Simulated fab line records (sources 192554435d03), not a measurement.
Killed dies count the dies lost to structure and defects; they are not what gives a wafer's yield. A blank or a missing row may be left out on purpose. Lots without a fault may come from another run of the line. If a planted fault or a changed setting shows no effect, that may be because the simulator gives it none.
Chamber matching | flow n5Finfet | 3 sister chambers for N5_BEOL_M7_ILD_DEP_00 on pecvd-04
The step deposits SiCOH lowk from DEMS/porogen, target thk 179.75 nm, time 33.4 s. 3 wafers are shown with their chamber, then 9 later ones without.

EACH WAFER AND ITS CHAMBER
wafer  | chamber | throttleValvePct (%)
L086.3 | 2       | 13.6
L086.4 | 1       | 13.9
L086.6 | 0       | 15.9

WAFERS WITHOUT THEIR CHAMBER
wafer  | throttleValvePct (%)
L087.1 | 15.7
L087.4 | 13.7
L087.6 | 13.7
L090.2 | 13.7
L090.3 | 15.5
L090.6 | 15.9
L092.2 | 13.7
L092.4 | 13.6
L092.5 | 13.6

EACH ONE'S CHAMBER
wafer  | from the rows above     | in truth
L087.1 | 0                       | 0
L087.4 | can't be placed: 2 or 1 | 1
L087.6 | can't be placed: 2 or 1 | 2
L090.2 | can't be placed: 2 or 1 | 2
L090.3 | 0                       | 0
L090.6 | 0                       | 0
L092.2 | can't be placed: 2 or 1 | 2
L092.4 | can't be placed: 2 or 1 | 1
L092.5 | can't be placed: 2 or 1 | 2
Placed correctly: 3 of 9. Unplaceable from these rows: 6, with the true chamber sitting among the candidates in 6. Placed wrongly: 0.
How it was worked out, from the rows above alone: a wafer's distance from a chamber is the root of the sum, over the readings, of the square of ((its reading less the chamber's mean) divided by the reading's scatter). The wafer belongs to the nearest chamber; if the next one is less than 2 further off, it can't be placed. For every chamber, the mean is computed from those of its wafers that are shown. The scatter: root of mean squared gap, hidden wafer to nearest shown wafer, with one shown wafer a chamber.
